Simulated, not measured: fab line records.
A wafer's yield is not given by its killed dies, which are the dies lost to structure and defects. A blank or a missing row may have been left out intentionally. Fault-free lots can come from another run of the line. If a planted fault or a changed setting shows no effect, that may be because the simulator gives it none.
fab line records    flow n5Finfet    part 1 of 2: steps 1 to 23 of 36
record: lots: 5  wafers: 15  lastDay: 17
route steps=1938 shown MIM_TOP_ETCH@1851 MIM_BOT_LITHO@1854 MIM_BOT_ETCH@1866 PASS1_CAP@1873 TV_LITHO@1875
lots that met no fault: taken from a fault-free run of the same line
startH: hours from the record's first day to the start of the lot's first wafer shown    waitH: how many hours have passed since the lot's step before this one    " the same as in the row above    L1.1+2: one row covering several wafers at once    - value missing, or start not given    * or withheld: withheld    < > ~ a bound
route shown NAME@n: NAME is a module with steps in the file, n the number in the route of the first one    usual: the fault-free wafers' mean and standard deviation    same: alike in all rows    chamber/n: place in a boat    sites: readings site by site    _std_site: their standard deviation    _edge_site: inner sites' mean taken away from outer sites' mean    radiusMm: how far each site lies from the wafer's centre    mask NAME#n: copy n    behind: tool/chamber where the wafer was last shaped    hold: what put the lot on hold/how long, in hours/how the hold closed    device: transistor that didn't switch, given as n, p or np    end of line: tests run on the same wafers once the route is complete    where a step has no rows: the recipe by itself    killed: count of dies lost to structure and defects at first sort (not the wafer's yield)    map: the dies of a wafer, with x for killed, . for not killed, _ for no die there
set.NAME: setting as actually run; set.NAME@STEP: the setting as run at that earlier step    model.NAME: the simulator's own value behind a step, which no gauge read
a table for each step, a row for each wafer; lots at some steps of the route
services: the hour from which a tool's chamber was out of use, counted from the record's first day as startH (under 0 if before that day), plus the number of hours and why
== steps ==
step: N5_MIM_TOP_ETCH_ETCH_00
recipe: chemistry: Cl2/BCl3  target: TiN  targetDepthA: 385  ionEnergyEv: 150  pressureMtorr: 10  icpW: 1000  biasW: 126  Cl2_flow_sccm: 53.25  bcl3FlowSccm: 21.75  Ar_flow_sccm: 25
usual: drypumpMotorCurrentA: 6.0/0.36  oesProductAu: 0.81/0.11  throttleValvePct: 22.66/0.27
lot.wafer  tool         chamber  startH  waitH  drypumpMotorCurrentA  oesProductAu  rfHoursCounterH  throttleValvePct
L075.3     rieMetal-03  1        297.98  0.1    6.4                   0.69          -                23.01
L075.4     "            1        "       "      6.4                   0.70          -                23.02
L075.5     "            1        "       "      6.4                   0.69          -                23.03
L078.3     rieMetal-02  1        305.49  0.1    5.9                   0.83          -                22.76
L078.4     "            0        "       "      5.9                   0.95          -                22.68
L078.5     "            0        "       "      5.9                   0.96          -                22.70
L085.1     rieMetal-03  0        379.33  0.1    5.3                   0.93          5                22.27
L085.2     "            1        "       "      6.4                   0.68          78               23.04
L085.6     "            1        "       "      6.4                   0.69          -                23.04
L092.1     rieMetal-03  1        385.65  0.1    6.4                   0.69          78               23.05
L092.3     "            0        "       "      5.3                   0.94          -                22.26
L092.6     "            0        "       "      5.3                   0.94          -                22.27
L095.1     rieMetal-02  0        400.19  0.1    5.9                   0.89          13               22.69
L095.2     "            1        "       "      5.9                   0.79          35               22.79
L095.3     "            1        "       "      6.0                   0.79          -                22.79
step: N5_MIM_TOP_ETCH_STRIP_01
recipe: chemistry: O2  powerW: 600  tempC: 60  pressureMtorr: 30  rfFrequencyHz: 6e+07  biasPowerW: 0  overashFraction: 0.5  o2FlowSccm: 225
usual: drypumpMotorCurrentA: 5.8/0.58  oesProductAu: 0.82/0.1  rfVppV: 3.5/1.3  showerheadPlenumPTorr: 2.08/0.066  throttleValvePct: 16.56/0.27
lot.wafer  tool        chamber  startH  waitH  drypumpMotorCurrentA  oesProductAu  rfHoursCounterH  rfVppV  showerheadPlenumPTorr  throttleValvePct
L075.3     rieDiel-02  2        298.16  0.1    4.7                   0.87          40               3.0     2.14                   16.56
L075.4     "           1        "       "      6.6                   0.67          242              3.9     2.16                   17.00
L075.5     "           0        "       "      5.7                   0.98          -                3.9     2.16                   16.87
L078.3     rieDiel-03  2        305.65  0.1    5.6                   0.70          240              3.9     2.09                   17.14
L078.4     "           1        "       "      6.3                   0.93          7                3.7     2.14                   16.06
L078.5     "           0        "       "      5.1                   0.94          -                3.0     2.06                   16.60
L085.1     rieDiel-02  2        379.48  0.1    4.7                   0.83          61               4.3     2.13                   16.55
L085.2     "           1        "       "      6.6                   0.95          10               1.6     2.15                   16.55
L085.6     "           1        "       "      6.6                   0.94          -                2.1     2.15                   16.58
L092.1     rieDiel-03  2        385.80  0.1    5.7                   0.99          8                3.3     2.08                   16.68
L092.3     "           0        "       "      5.1                   0.88          29               3.1     2.06                   16.63
L092.6     "           2        "       "      5.6                   0.97          -                4.4     2.08                   16.67
L095.1     rieDiel-04  0        400.33  0.1    5.9                   0.69          196              3.0     1.91                   16.71
L095.2     "           2        "       "      5.1                   0.70          218              4.5     2.09                   16.51
L095.3     "           1        "       "      5.3                   0.77          152              2.3     2.01                   16.43
step: N5_MIM_TOP_ETCH_PECVD_03
recipe: material: SiNx  targetThkA: 200  tempC: 400  precursor: SiH4/NH3/N2  pressureTorr: 1.5  rfW: 300  timeS: 17.6
usual: heaterPowerW: 720/62  showerheadPlenumPTorr: 5.12/0.051  throttleValvePct: 40.6/2.3
lot.wafer  tool      chamber  startH  waitH  heaterPowerW  showerheadPlenumPTorr  throttleValvePct
L075.3     pecvd-02  1        298.22  -      794           5.09                   39.6
L075.4     "         2        "       "      724           5.10                   40.7
L075.5     "         0        "       "      636           5.19                   43.0
L078.3     pecvd-01  2        305.71  -      737           5.07                   38.7
L078.4     "         2        "       "      704           5.06                   38.6
L078.5     "         0        "       "      650           5.16                   39.9
L085.1     pecvd-02  2        379.54  -      820           5.09                   41.2
L085.2     "         0        "       "      615           5.19                   43.4
L085.6     "         1        "       "      794           5.09                   39.9
L092.1     pecvd-01  0        385.86  -      743           5.15                   40.0
L092.3     "         2        "       "      737           5.06                   39.0
L092.6     "         0        "       "      739           5.16                   40.0
L095.1     pecvd-01  0        400.40  -      678           5.14                   40.1
L095.2     "         2        "       "      678           5.05                   39.2
L095.3     "         1        "       "      642           5.15                   44.8
step: N5_MIM_BOT_LITHO_HMDS_01
recipe: timeS: 60  tempC: 120
lot.wafer   tool           chamber  startH  waitH
L075.3+4+5  lithoTrack-02  0        298.30  0.1
L078.3+4+5  lithoTrack-05  0        305.78  0.1
L085.1+2+6  lithoTrack-05  0        379.62  0.0
L092.1+3+6  lithoTrack-02  0        385.93  0.0
L095.1+2+3  lithoTrack-05  0        400.47  0.0
step: N5_MIM_BOT_LITHO_COAT_02
recipe: spinRpm: *  resistThkNm: *
lot.wafer   tool           chamber  startH  waitH
L075.3+4+5  lithoTrack-02  0        -       -
L078.3+4+5  lithoTrack-05  0        -       -
L085.1+2+6  lithoTrack-05  0        -       -
L092.1+3+6  lithoTrack-02  0        -       -
L095.1+2+3  lithoTrack-05  0        -       -
step: N5_MIM_BOT_LITHO_EBR_04
recipe: solvent: PGMEA  ebrWidthMm: 1.5
lot.wafer   tool           chamber  startH  waitH
L075.3+4+5  lithoTrack-02  0        -       -
L078.3+4+5  lithoTrack-05  0        -       -
L085.1+2+6  lithoTrack-05  0        -       -
L092.1+3+6  lithoTrack-02  0        -       -
L095.1+2+3  lithoTrack-05  0        -       -
step: N5_MIM_BOT_LITHO_SOFTBAKE_03
recipe: tempC: 100  timeS: 90
lot.wafer   tool           chamber  startH  waitH
L075.3+4+5  lithoTrack-02  0        -       -
L078.3+4+5  lithoTrack-05  0        -       -
L085.1+2+6  lithoTrack-05  0        -       -
L092.1+3+6  lithoTrack-02  0        -       -
L095.1+2+3  lithoTrack-05  0        -       -
step: N5_MIM_BOT_LITHO_EXPOSE_05
recipe: maskId: MIM_BOT  na: 0.55  sourceShape: conventional  sigmaOuter: 0.8  polarization: unpolarized  doseMj: 24.25
usual: focusOffsetNm: -0.1/0.53
lot.wafer  tool           chamber  startH  waitH  mask       focusOffsetNm
L075.3     krfScanner-01  0        298.42  -      MIM_BOT#0  0.0
L075.4     "              0        "       "      MIM_BOT#0  -1.4
L075.5     "              0        "       "      MIM_BOT#0  -0.3
L078.3     krfScanner-01  0        305.90  -      MIM_BOT#0  0.9
L078.4     "              0        "       "      MIM_BOT#0  0.4
L078.5     "              0        "       "      MIM_BOT#0  -0.1
L085.1     krfScanner-02  0        379.73  -      MIM_BOT#0  0.5
L085.2     "              0        "       "      MIM_BOT#0  0.3
L085.6     "              0        "       "      MIM_BOT#0  -0.1
L092.1     krfScanner-01  0        386.16  -      MIM_BOT#0  -0.4
L092.3     "              0        "       "      MIM_BOT#0  -0.7
L092.6     "              0        "       "      MIM_BOT#0  -0.2
L095.1     krfScanner-01  0        400.70  -      MIM_BOT#0  -0.5
L095.2     "              0        "       "      MIM_BOT#0  -0.3
L095.3     "              0        "       "      MIM_BOT#0  -0.3
step: N5_MIM_BOT_LITHO_PEB_06
recipe: pebTempC: withheld  pebTimeS: *
lot.wafer   tool           chamber  startH  waitH
L075.3+4+5  lithoTrack-02  0        298.46  0.0
L078.3+4+5  lithoTrack-05  0        305.95  0.0
L085.1+2+6  lithoTrack-03  0        379.78  0.1
L092.1+3+6  lithoTrack-05  0        386.22  0.1
L095.1+2+3  lithoTrack-05  0        400.76  0.1
step: N5_MIM_BOT_LITHO_DEVELOP_07
recipe: developTimeS: 60  rinseLiquid: diw  dry: airSpin  devTempC: 21
same: developTimeS: 60
lot.wafer   tool           chamber  startH  waitH
L075.3+4+5  lithoTrack-02  0        -       -
L078.3+4+5  lithoTrack-05  0        -       -
L085.1+2+6  lithoTrack-03  0        -       -
L092.1+3+6  lithoTrack-05  0        -       -
L095.1+2+3  lithoTrack-05  0        -       -
step: N5_MIM_BOT_LITHO_HARDBAKE_09
recipe: tempC: 130  timeS: 120
lot.wafer   tool           chamber  startH  waitH
L075.3+4+5  lithoTrack-02  0        -       -
L078.3+4+5  lithoTrack-05  0        -       -
L085.1+2+6  lithoTrack-03  0        -       -
L092.1+3+6  lithoTrack-05  0        -       -
L095.1+2+3  lithoTrack-05  0        -       -
step: N5_MIM_BOT_LITHO_CD_MEAS_08
recipe: targetCdNm: 3000  landingEnergyEv: 500  detector: seInlens  polarity: opening
usual: cdNm: 2999.9/2.2
lot.wafer  tool      chamber  startH  waitH  cdNm
L075.3     cdSem-02  0        298.58  -      3002.5
L075.4     "         0        "       "      3004.1
L075.5     "         0        "       "      2996.9
L078.3     cdSem-02  0        306.07  -      2999.9
L078.4     "         0        "       "      3002.0
L078.5     "         0        "       "      3001.6
L085.1     cdSem-01  0        379.90  -      2999.0
L085.2     "         0        "       "      2998.1
L085.6     "         0        "       "      2998.8
L092.1     cdSem-02  0        386.34  -      2998.4
L092.3     "         0        "       "      2999.1
L092.6     "         0        "       "      2999.3
L095.1     cdSem-03  0        400.88  -      3004.8
L095.2     "         0        "       "      3004.2
L095.3     "         0        "       "      3003.5
step: N5_MIM_BOT_LITHO_OVL_MEAS_11
recipe: pointsPerWafer: 44
usual: MIM_BOT_OVL: 0/6
lot.wafer  tool        chamber  startH  waitH  MIM_BOT_OVL[nm]
L075.3     overlay-02  0        298.61  0.0    5
L075.4     "           0        "       "      1
L075.5     "           0        "       "      0
L078.3     overlay-01  0        306.10  0.0    -2
L078.4     "           0        "       "      -1
L078.5     "           0        "       "      -6
L085.1     overlay-01  0        379.93  0.0    -7
L085.2     "           0        "       "      -2
L085.6     "           0        "       "      -10
L092.1     overlay-01  0        386.37  0.0    0
L092.3     "           0        "       "      -8
L092.6     "           0        "       "      0
L095.1     overlay-02  0        400.91  0.0    -6
L095.2     "           0        "       "      -8
L095.3     "           0        "       "      -7
step: N5_MIM_BOT_LITHO_INSPECT_12
recipe: mode: adi  inspectInstrument: macro
usual: rawDefectCount: 2.0/1.5
lot.wafer  tool              chamber  startH  waitH  rawDefectCount
L075.3     defectInspect-02  -        298.63  0.0    4
L075.4     "                 -        "       "      3
L075.5     "                 -        "       "      3
L078.3     defectInspect-01  -        306.12  0.0    3
L078.4     "                 -        "       "      3
L078.5     "                 -        "       "      2
L085.1     defectInspect-01  -        379.96  0.0    0
L085.2     "                 -        "       "      4
L085.6     "                 -        "       "      3
L092.1     defectInspect-01  -        386.39  0.0    5
L092.3     "                 -        "       "      3
L092.6     "                 -        "       "      1
L095.1     defectInspect-02  -        400.93  0.0    1
L095.2     "                 -        "       "      0
L095.3     "                 -        "       "      1
step: N5_MIM_BOT_LITHO_DESCUM_10
recipe: chemistry: O2  timeS: 7.9  sourcePowerW: 50  biasPowerW: 20  pressureMtorr: 20  rfFrequencyHz: 2.712e+07  tempC: 40  o2FlowSccm: 225
usual: drypumpMotorCurrentA: 5.8/0.55  oesProductAu: 0.78/0.087  rfVppV: 242.9/1.4  showerheadPlenumPTorr: 2.08/0.072  throttleValvePct: 20.38/0.26
lot.wafer  tool        chamber  startH  waitH  drypumpMotorCurrentA  oesProductAu  rfHoursCounterH  rfVppV  showerheadPlenumPTorr  throttleValvePct
L075.3     rieDiel-05  2        298.67  0.0    5.6                   0.76          162              242.7   2.10                   20.48
L075.4     "           3        "       "      6.7                   0.70          -                242.2   1.96                   20.64
L075.5     "           1        "       "      6.0                   0.79          -                242.4   2.03                   20.64
L078.3     rieDiel-01  1        306.15  0.0    5.3                   0.70          219              241.5   2.06                   20.70
L078.4     "           3        "       "      5.9                   0.91          31               244.9   2.12                   20.04
L078.5     "           2        "       "      6.7                   0.72          -                243.5   2.09                   20.55
L085.1     rieDiel-05  2        379.99  0.0    5.6                   0.73          193              241.6   2.09                   20.54
L085.2     "           3        "       "      6.7                   0.95          13               245.4   2.22                   20.16
L085.6     "           0        "       "      5.3                   0.89          -                244.1   2.14                   20.24
L092.1     rieDiel-01  0        386.95  0.6    6.2                   0.84          79               245.2   2.20                   20.02
L092.3     "           2        "       "      6.7                   0.71          247              241.9   2.08                   20.57
L092.6     "           2        "       "      6.7                   0.70          -                244.0   2.08                   20.57
L095.1     rieDiel-01  3        401.12  0.2    5.9                   0.85          65               244.6   2.11                   20.09
L095.2     "           1        "       "      5.3                   0.66          250              240.9   2.05                   20.75
L095.3     "           0        "       "      6.2                   0.85          84               245.9   2.20                   20.03
step: N5_MIM_BOT_ETCH_ETCH_04
recipe: chemistry: CF4/O2  target: SiNx  targetDepthA: 260  timeS: 13  ionEnergyEv: 100  pressureMtorr: 40  sourceW: 535  biasW: 49  Ar_flow_sccm: 100  cf4FlowSccm: 100  O2_flow_sccm: 10
usual: drypumpMotorCurrentA: 5.8/0.56  oesProductAu: 0.78/0.083  rfVppV: 239/3.8  showerheadPlenumPTorr: 2.18/0.071  throttleValvePct: 15.93/0.25
lot.wafer  tool        chamber  startH  waitH  drypumpMotorCurrentA  oesProductAu  rfHoursCounterH  rfVppV  showerheadPlenumPTorr  throttleValvePct
L075.3     rieDiel-05  2        298.73  0.0    5.6                   0.75          162              240     2.21                   16.04
L075.4     "           3        "       "      6.7                   0.69          -                234     2.08                   16.27
L075.5     "           1        "       "      6.0                   0.80          -                240     2.13                   16.08
L078.3     rieDiel-01  1        306.22  0.0    5.3                   0.70          219              242     2.17                   16.31
L078.4     "           3        "       "      5.9                   0.92          31               235     2.24                   15.67
L078.5     "           2        "       "      6.7                   0.72          -                242     2.19                   16.07
L085.1     rieDiel-05  2        380.06  0.0    5.6                   0.74          193              241     2.20                   16.10
L085.2     "           3        "       "      6.7                   0.95          13               237     2.34                   15.80
L085.6     "           0        "       "      5.3                   0.88          -                244     2.24                   15.72
L092.1     rieDiel-01  0        387.02  0.0    6.2                   0.84          79               239     2.31                   15.60
L092.3     "           2        "       "      6.7                   0.69          247              242     2.18                   16.12
L092.6     "           2        "       "      6.7                   0.70          -                243     2.18                   16.12
L095.1     rieDiel-01  3        401.19  0.0    5.9                   0.85          65               235     2.22                   15.73
L095.2     "           1        "       "      5.2                   0.67          250              241     2.16                   16.36
L095.3     "           0        "       "      6.2                   0.84          84               239     2.31                   15.61
step: N5_MIM_BOT_ETCH_ETCH_03
recipe: chemistry: Cl2/BCl3  targetDepthA: 120  pressureMtorr: 8  icpW: 800  biasW: 100  Cl2_flow_sccm: 20  bcl3FlowSccm: 80
usual: drypumpMotorCurrentA: 6.1/0.39  oesProductAu: 0.81/0.11  throttleValvePct: 27.5/0.35
lot.wafer  tool         chamber  startH  waitH  drypumpMotorCurrentA  oesProductAu  rfHoursCounterH  throttleValvePct
L075.3     rieMetal-02  1        298.86  0.1    5.9                   0.82          -                27.4
L075.4     "            0        "       "      5.9                   0.96          -                27.6
L075.5     "            1        "       "      5.9                   0.82          -                27.5
L078.3     rieMetal-03  1        306.37  0.1    6.4                   0.70          -                27.9
L078.4     "            1        "       "      6.4                   0.70          -                27.9
L078.5     "            1        "       "      6.4                   0.70          -                27.9
L085.1     rieMetal-01  1        380.14  0.1    6.3                   0.77          40               27.1
L085.2     "            0        "       "      6.3                   0.95          1                27.4
L085.6     "            0        "       "      6.3                   0.96          -                27.4
L092.1     rieMetal-01  0        387.10  0.1    6.3                   0.95          2                27.3
L092.3     "            0        "       "      6.3                   0.94          -                27.3
L092.6     "            0        "       "      6.3                   0.94          -                27.3
L095.1     rieMetal-03  0        401.28  0.1    5.3                   0.92          8                27.0
L095.2     "            1        "       "      6.4                   0.68          80               27.9
L095.3     "            1        "       "      6.4                   0.68          -                27.9
step: N5_MIM_BOT_ETCH_ETCH_00
recipe: chemistry: Cl2/BCl3  target: TiN  targetDepthA: 455  ionEnergyEv: 150  pressureMtorr: 10  icpW: 1000  biasW: 126  Cl2_flow_sccm: 53.25  bcl3FlowSccm: 21.75  Ar_flow_sccm: 25
usual: drypumpMotorCurrentA: 6.1/0.39  oesProductAu: 0.81/0.11  throttleValvePct: 21.89/0.3
lot.wafer  tool         chamber  startH  waitH  drypumpMotorCurrentA  oesProductAu  rfHoursCounterH  throttleValvePct
L075.3     rieMetal-02  1        299.00  0.1    5.9                   0.83          -                21.97
L075.4     "            0        "       "      5.9                   0.96          -                21.90
L075.5     "            1        "       "      6.0                   0.82          -                21.97
L078.3     rieMetal-03  1        306.57  0.2    6.4                   0.70          -                22.24
L078.4     "            1        "       "      6.4                   0.69          -                22.25
L078.5     "            1        "       "      6.4                   0.69          -                22.24
L085.1     rieMetal-01  1        380.23  0.1    6.3                   0.77          40               21.59
L085.2     "            0        "       "      6.3                   0.96          2                21.76
L085.6     "            0        "       "      6.2                   0.96          -                21.77
L092.1     rieMetal-01  0        387.19  0.1    6.3                   0.94          2                21.77
L092.3     "            0        "       "      6.3                   0.94          -                21.76
L092.6     "            0        "       "      6.3                   0.95          -                21.76
L095.1     rieMetal-03  0        401.37  0.1    5.3                   0.93          8                21.47
L095.2     "            1        "       "      6.4                   0.68          80               22.28
L095.3     "            1        "       "      6.4                   0.68          -                22.28
step: N5_MIM_BOT_ETCH_STRIP_01
recipe: chemistry: O2  powerW: 600  tempC: 60  pressureMtorr: 30  rfFrequencyHz: 6e+07  biasPowerW: 0  overashFraction: 0.5  o2FlowSccm: 225
usual: drypumpMotorCurrentA: 5.8/0.55  oesProductAu: 0.79/0.087  rfVppV: 3.8/1.4  showerheadPlenumPTorr: 2.09/0.076  throttleValvePct: 16.62/0.26
lot.wafer  tool        chamber  startH  waitH  drypumpMotorCurrentA  oesProductAu  rfHoursCounterH  rfVppV  showerheadPlenumPTorr  throttleValvePct
L075.3     rieDiel-05  1        299.12  0.1    6.0                   0.79          109              5.8     2.04                   16.85
L075.4     "           1        "       "      5.9                   0.79          -                2.6     2.04                   16.84
L075.5     "           2        "       "      5.6                   0.74          -                3.8     2.10                   16.75
L078.3     rieDiel-05  0        306.98  0.4    5.3                   0.97          5                6.1     2.16                   16.40
L078.4     "           1        "       "      6.0                   0.81          -                0.8     2.04                   16.87
L078.5     "           2        "       "      5.6                   0.75          -                5.8     2.10                   16.78
L085.1     rieDiel-05  1        380.51  0.2    6.0                   0.76          135              3.2     2.03                   16.86
L085.2     "           3        "       "      6.7                   0.95          13               5.6     2.22                   16.41
L085.6     "           3        "       "      6.7                   0.93          -                4.3     2.22                   16.44
L092.1     rieDiel-06  2        387.34  0.1    5.3                   0.74          139              2.6     2.00                   16.44
L092.3     "           3        "       "      4.8                   0.69          213              4.3     1.98                   16.71
L092.6     "           1        "       "      5.8                   0.86          -                2.5     2.14                   16.46
L095.1     rieDiel-01  1        401.55  0.1    5.3                   0.68          250              4.4     2.05                   17.03
L095.2     "           3        "       "      5.9                   0.85          65               5.2     2.11                   16.36
L095.3     "           0        "       "      6.2                   0.84          85               4.7     2.20                   16.28
step: N5_MIM_BOT_ETCH_STRIP_02
recipe: chemistry: postEtchResidueRemover  timeS: 1200  tempC: 72.5
usual: bathGuardTempC: 72.5/0.57
lot.wafer  tool         chamber  startH  waitH  bathGuardTempC
L075.3     wetBench-02  2        299.19  -      72.5
L075.4     "            3        "       "      72.2
L075.5     "            4        "       "      72.6
L078.3     wetBench-01  6        307.04  -      72.8
L078.4     "            1        "       "      72.0
L078.5     "            4        "       "      71.5
L085.1     wetBench-04  4        380.58  -      72.4
L085.2     "            5        "       "      72.6
L085.6     "            2        "       "      72.5
L092.1     wetBench-04  5        387.41  -      73.0
L092.3     "            4        "       "      72.4
L092.6     "            3        "       "      72.1
L095.1     wetBench-02  7        401.62  -      72.6
L095.2     "            0        "       "      70.7
L095.3     "            6        "       "      72.3
step: N5_MIM_BOT_ETCH_CLEAN_05
recipe: chemistry: IPA  timeS: 180  tempC: 25
lot.wafer   tool         chamber  startH  waitH
L075.3+4+5  wetBench-02  2,3,4    299.52  0.0
L078.3+4+5  wetBench-01  6,1,4    307.41  0.0
L085.1+2+6  wetBench-04  4,5,2    380.91  0.0
L092.1+3+6  wetBench-04  5,4,3    387.74  0.0
L095.1+2+3  wetBench-02  7,0,6    401.98  0.0
step: N5_MIM_BOT_ETCH_SRD_06
recipe: dry: ipaMarangoni  timeS: 30  tempC: 23  rinseLiquid: diw
lot.wafer   tool         chamber  startH  waitH
L075.3+4+5  wetBench-02  2,3,4    299.58  0.0
L078.3+4+5  wetBench-01  6,1,4    307.46  0.0
L085.1+2+6  wetBench-04  4,5,2    380.97  0.0
L092.1+3+6  wetBench-04  5,4,3    387.80  0.0
L095.1+2+3  wetBench-02  7,0,6    402.04  0.0
step: N5_PASSIVATION_PECVD_55
recipe: material: SiO2  targetThkA: 4000  tempC: 400  precursor: SiH4/N2O  pressureTorr: 2.7  rfW: 608  timeS: 22.5
usual: heaterPowerW: 631/66  showerheadPlenumPTorr: 8.16/0.083  throttleValvePct: 51.4/2.7
lot.wafer  tool      chamber  startH  waitH  heaterPowerW  showerheadPlenumPTorr  throttleValvePct
L075.3     pecvd-03  1        299.62  0.0    742           8.20                   54.5
L075.4     "         0        "       "      608           8.25                   51.1
L075.5     "         2        "       "      717           8.19                   47.6
L078.3     pecvd-04  2        307.51  0.0    570           8.09                   47.3
L078.4     "         0        "       "      727           8.28                   51.2
L078.5     "         1        "       "      591           8.02                   49.0
L085.1     pecvd-02  2        381.02  0.0    683           8.11                   53.2
L085.2     "         1        "       "      662           8.11                   51.7
L085.6     "         0        "       "      587           8.23                   56.1
L092.1     pecvd-02  2        387.85  0.0    706           8.11                   53.3
L092.3     "         1        "       "      660           8.10                   51.8
L092.6     "         2        "       "      606           8.11                   53.1
L095.1     pecvd-03  1        402.09  0.0    641           8.18                   54.4
L095.2     "         0        "       "      553           8.26                   51.3
L095.3     "         2        "       "      578           8.19                   48.5
